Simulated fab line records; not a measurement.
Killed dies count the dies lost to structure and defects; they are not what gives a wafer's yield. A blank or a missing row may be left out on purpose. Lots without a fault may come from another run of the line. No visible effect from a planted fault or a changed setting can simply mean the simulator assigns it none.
Matching of chambers :: flow nand harc :: NHARC_A_BLC_ETCH_17 on rie diel-08: 4 sister chambers
The step etches the open film in N2/H2, target depth 390 nm, time 609.38 s. 15 wafers are shown with their chamber, then 7 later ones without.

WAFERS WITH THEIR CHAMBER
wafer: L663.1
chamber: 1
showerhead plenum p Torr (Torr): 1.92
drypump motor current A (A): 4.9
rf vpp V (V): 429.0

wafer: L663.2
chamber: 3
showerhead plenum p Torr (Torr): 2.10
drypump motor current A (A): 6.0
rf vpp V (V): 431.2

wafer: L663.6
chamber: 3
showerhead plenum p Torr (Torr): 2.10
drypump motor current A (A): 6.0
rf vpp V (V): 432.3

wafer: L668.4
chamber: 2
showerhead plenum p Torr (Torr): 1.89
drypump motor current A (A): 5.5
rf vpp V (V): 425.2

wafer: L668.5
chamber: 0
showerhead plenum p Torr (Torr): 2.11
drypump motor current A (A): 5.1
rf vpp V (V): 433.3

wafer: L668.6
chamber: 3
showerhead plenum p Torr (Torr): 2.09
drypump motor current A (A): 6.0
rf vpp V (V): 432.8

wafer: L669.1
chamber: 2
showerhead plenum p Torr (Torr): 1.89
drypump motor current A (A): 5.6
rf vpp V (V): 426.2

wafer: L669.2
chamber: 0
showerhead plenum p Torr (Torr): 2.11
drypump motor current A (A): 5.1
rf vpp V (V): 431.5

wafer: L669.5
chamber: 0
showerhead plenum p Torr (Torr): 2.11
drypump motor current A (A): 5.1
rf vpp V (V): 430.9

wafer: L671.3
chamber: 0
showerhead plenum p Torr (Torr): 2.11
drypump motor current A (A): 5.1
rf vpp V (V): 431.0

wafer: L671.5
chamber: 3
showerhead plenum p Torr (Torr): 2.09
drypump motor current A (A): 6.0
rf vpp V (V): 432.4

wafer: L671.6
chamber: 2
showerhead plenum p Torr (Torr): 1.89
drypump motor current A (A): 5.6
rf vpp V (V): 425.7

wafer: L676.1
chamber: 1
showerhead plenum p Torr (Torr): 1.92
drypump motor current A (A): 4.9
rf vpp V (V): 427.1

wafer: L676.5
chamber: 2
showerhead plenum p Torr (Torr): 1.89
drypump motor current A (A): 5.5
rf vpp V (V): 425.1

wafer: L676.6
chamber: 1
showerhead plenum p Torr (Torr): 1.92
drypump motor current A (A): 4.9
rf vpp V (V): 426.6

SIGNATURES (averages over the wafers above)
reading: showerhead plenum p Torr
chamber 0: 2.1100
chamber 1: 1.9200
chamber 2: 1.8900
chamber 3: 2.0950
scatter within a chamber: 0.00302

reading: drypump motor current A
chamber 0: 5.100
chamber 1: 4.900
chamber 2: 5.550
chamber 3: 6.000
scatter within a chamber: 0.0302

reading: rf vpp V
chamber 0: 431.675
chamber 1: 427.567
chamber 2: 425.550
chamber 3: 432.175
scatter within a chamber: 0.91
Rule: a wafer lies at a distance from a chamber equal to the root of the sum of squares, over the readings, of (its reading less the chamber's mean, divided by the reading's scatter). The wafer belongs to the nearest chamber; if the next one is less than 2 further off, it can't be placed. The scatter: the root of (the sum of the squares of (reading less its chamber's mean) over the shown wafers, divided by (wafers less chambers)).

WAFERS WITHOUT THEIR CHAMBER
wafer: L678.4
showerhead plenum p Torr (Torr): 1.92
drypump motor current A (A): 4.9
rf vpp V (V): 427.3

wafer: L678.5
showerhead plenum p Torr (Torr): 1.88
drypump motor current A (A): 5.5
rf vpp V (V): 426.6

wafer: L680.1
showerhead plenum p Torr (Torr): 2.10
drypump motor current A (A): 5.2
rf vpp V (V): 431.7

wafer: L680.4
showerhead plenum p Torr (Torr): 1.92
drypump motor current A (A): 4.9
rf vpp V (V): 426.6

wafer: L686.2
showerhead plenum p Torr (Torr): 1.92
drypump motor current A (A): 4.9
rf vpp V (V): 427.0

wafer: L686.3
showerhead plenum p Torr (Torr): 1.88
drypump motor current A (A): 5.6
rf vpp V (V): 426.6

wafer: L686.4
showerhead plenum p Torr (Torr): 2.09
drypump motor current A (A): 6.0
rf vpp V (V): 431.2

EACH ONE'S CHAMBER
wafer: L678.4
from the rows above: 1
in truth: 1

wafer: L678.5
from the rows above: 2
in truth: 2

wafer: L680.1
from the rows above: 0
in truth: 0

wafer: L680.4
from the rows above: 1
in truth: 1

wafer: L686.2
from the rows above: 1
in truth: 1

wafer: L686.3
from the rows above: 2
in truth: 2

wafer: L686.4
from the rows above: 3
in truth: 3
Correctly placed: 7 of 7. Number that these rows cannot place: 0. Number placed wrongly: 0.
